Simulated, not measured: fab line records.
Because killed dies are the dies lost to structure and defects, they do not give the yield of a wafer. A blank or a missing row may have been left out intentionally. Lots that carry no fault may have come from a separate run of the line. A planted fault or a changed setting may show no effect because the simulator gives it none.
Chamber matching | flow n5-finfet | 4 sister chambers for N5_DUMMY_GATE_ETCH_23 on rie-si-05
The step etches poly-Si in HBr/Cl2/O2, target depth 41 nm, time 22.3 s. 22 wafers are shown with their chamber, then 11 later ones without.

WAFERS PAIRED WITH THEIR CHAMBERS
wafer  | chamber | throttle-valve-pct (%) | drypump-motor-current-A (A) | oes-product-au (a.u.)
L074.1 | 2       | 36.89                  | 5.1                         | 1.014
L074.5 | 3       | 37.56                  | 5.0                         | 1.000
L074.6 | 2       | 36.89                  | 5.1                         | 1.019
L076.1 | 2       | 36.88                  | 5.1                         | 1.026
L076.3 | 1       | 37.34                  | 5.9                         | 0.999
L076.6 | 0       | 37.30                  | 4.9                         | 1.008
L075.2 | 2       | 36.88                  | 5.1                         | 1.018
L075.4 | 0       | 37.30                  | 4.9                         | 1.000
L075.6 | 0       | 37.30                  | 4.9                         | 1.006
L080.1 | 2       | 36.88                  | 5.1                         | 1.015
L080.3 | 0       | 37.28                  | 4.9                         | 1.008
L080.6 | 0       | 37.30                  | 4.9                         | 0.991
L081.2 | 1       | 37.33                  | 6.0                         | 1.006
L081.3 | 3       | 37.55                  | 5.1                         | 0.994
L081.5 | 2       | 36.88                  | 5.1                         | 1.021
L082.1 | 3       | 37.57                  | 5.0                         | 0.986
L082.2 | 1       | 37.33                  | 5.9                         | 1.012
L082.4 | 0       | 37.29                  | 4.9                         | 0.996
L083.1 | 1       | 37.34                  | 5.9                         | 1.021
L083.2 | 2       | 36.87                  | 5.1                         | 1.036
L083.4 | 0       | 37.31                  | 4.9                         | 0.995
L084.1 | 3       | 37.55                  | 5.1                         | 0.996

SIGNATURES, as means of the wafers listed above
reading                 | chamber 0 | chamber 1 | chamber 2 | chamber 3 | scatter within a chamber
throttle-valve-pct      | 37.2971   | 37.3350   | 36.8814   | 37.5575   | 0.00818
drypump-motor-current-A | 4.900     | 5.925     | 5.100     | 5.050     | 0.0312
oes-product-au          | 1.00057   | 1.00950   | 1.02129   | 0.99400   | 0.00744
Rule: a wafer lies at a distance from a chamber equal to the root of the sum of squares, over the readings, of (its reading less the chamber's mean, divided by the reading's scatter). The wafer belongs to the nearest chamber; if the next one is less than 2 further off, it can't be placed. How the scatter is found: for the shown wafers, subtract from each reading the mean of its chamber, square and add these, divide the total by (wafers less chambers), then take the root.

WAFERS MISSING THEIR CHAMBER
wafer  | throttle-valve-pct (%) | drypump-motor-current-A (A) | oes-product-au (a.u.)
L084.2 | 37.34                  | 5.9                         | 1.000
L084.6 | 37.55                  | 5.1                         | 0.999
L086.1 | 37.34                  | 5.9                         | 1.000
L086.3 | 37.29                  | 4.9                         | 1.002
L086.6 | 37.29                  | 4.9                         | 1.007
L092.3 | 36.88                  | 5.1                         | 1.006
L092.4 | 37.33                  | 5.9                         | 1.014
L092.6 | 37.56                  | 5.1                         | 0.998
L095.2 | 36.86                  | 5.1                         | 0.997
L095.3 | 37.29                  | 4.9                         | 0.980
L095.4 | 37.33                  | 5.9                         | 0.997

EACH ONE'S CHAMBER
wafer  | from the rows above | in truth
L084.2 | 1                   | 1
L084.6 | 3                   | 3
L086.1 | 1                   | 1
L086.3 | 0                   | 0
L086.6 | 0                   | 0
L092.3 | 2                   | 2
L092.4 | 1                   | 1
L092.6 | 3                   | 3
L095.2 | 2                   | 2
L095.3 | 0                   | 0
L095.4 | 1                   | 1
11 of 11 placed correctly. Number that these rows cannot place: 0. Number placed wrongly: 0.
